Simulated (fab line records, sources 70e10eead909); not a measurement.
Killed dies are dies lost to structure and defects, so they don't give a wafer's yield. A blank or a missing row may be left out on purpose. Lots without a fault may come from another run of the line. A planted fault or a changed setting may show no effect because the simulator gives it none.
Chamber matching | flow nand_harc | NHARC_P_GATE_DESCUM_13 on rie_diel-03: 4 sister chambers
The step chemistry O2, time 3 s. 14 wafers are shown with their chamber, then 7 later ones without.

WAFERS WITH THEIR CHAMBER
wafer  | chamber | showerhead_plenum_p_Torr (Torr) | drypump_motor_current_A (A) | throttle_valve_pct (%)
L513.1 | 3       | 1.94                            | 5.8                         | 11.311
L513.3 | 2       | 2.06                            | 5.6                         | 11.321
L513.4 | 0       | 1.89                            | 6.4                         | 11.326
L514.2 | 3       | 1.94                            | 5.8                         | 11.320
L514.5 | 0       | 1.89                            | 6.4                         | 11.314
L514.6 | 3       | 1.94                            | 5.8                         | 11.319
L516.1 | 2       | 2.06                            | 5.5                         | 11.307
L516.5 | 2       | 2.06                            | 5.6                         | 11.299
L516.6 | 1       | 1.83                            | 5.7                         | 11.309
L526.2 | 1       | 1.83                            | 5.7                         | 11.323
L526.4 | 0       | 1.89                            | 6.4                         | 11.315
L526.5 | 3       | 1.94                            | 5.8                         | 11.307
L531.2 | 1       | 1.82                            | 5.6                         | 11.306
L531.5 | 1       | 1.82                            | 5.7                         | 11.326

SIGNATURES (means of the wafers above)
reading                  | chamber 0 | chamber 1 | chamber 2 | chamber 3 | scatter within a chamber
showerhead_plenum_p_Torr | 1.8900    | 1.8250    | 2.0600    | 1.9400    | 0.00316
drypump_motor_current_A  | 6.400     | 5.675     | 5.567     | 5.800     | 0.0376
throttle_valve_pct       | 11.31833  | 11.31600  | 11.30900  | 11.31425  | 0.00868
Rule: a wafer's distance from a chamber is the root of the sum, over the readings, of the square of ((its reading less the chamber's mean) divided by the reading's scatter). The wafer belongs to the nearest chamber; if the next one is less than 2 further off, it can't be placed. The scatter: the root of (the sum of the squares of (reading less its chamber's mean) over the shown wafers, divided by (wafers less chambers)).

WAFERS WITHOUT THEIR CHAMBER
wafer  | showerhead_plenum_p_Torr (Torr) | drypump_motor_current_A (A) | throttle_valve_pct (%)
L531.6 | 1.88                            | 6.4                         | 11.293
L532.1 | 1.94                            | 5.8                         | 11.295
L532.3 | 1.88                            | 6.4                         | 11.303
L532.5 | 1.82                            | 5.7                         | 11.323
L535.4 | 1.82                            | 5.7                         | 11.330
L535.5 | 2.05                            | 5.6                         | 11.320
L535.6 | 1.88                            | 6.5                         | 11.304

WHICH CHAMBER EACH WENT THROUGH
wafer  | from the rows above | in truth
L531.6 | 0                   | 0
L532.1 | 3                   | 3
L532.3 | 0                   | 0
L532.5 | 1                   | 1
L535.4 | 1                   | 1
L535.5 | 2                   | 2
L535.6 | 0                   | 0
Placed correctly: 7 of 7. Can't be placed from these rows: 0. Placed wrongly: 0.
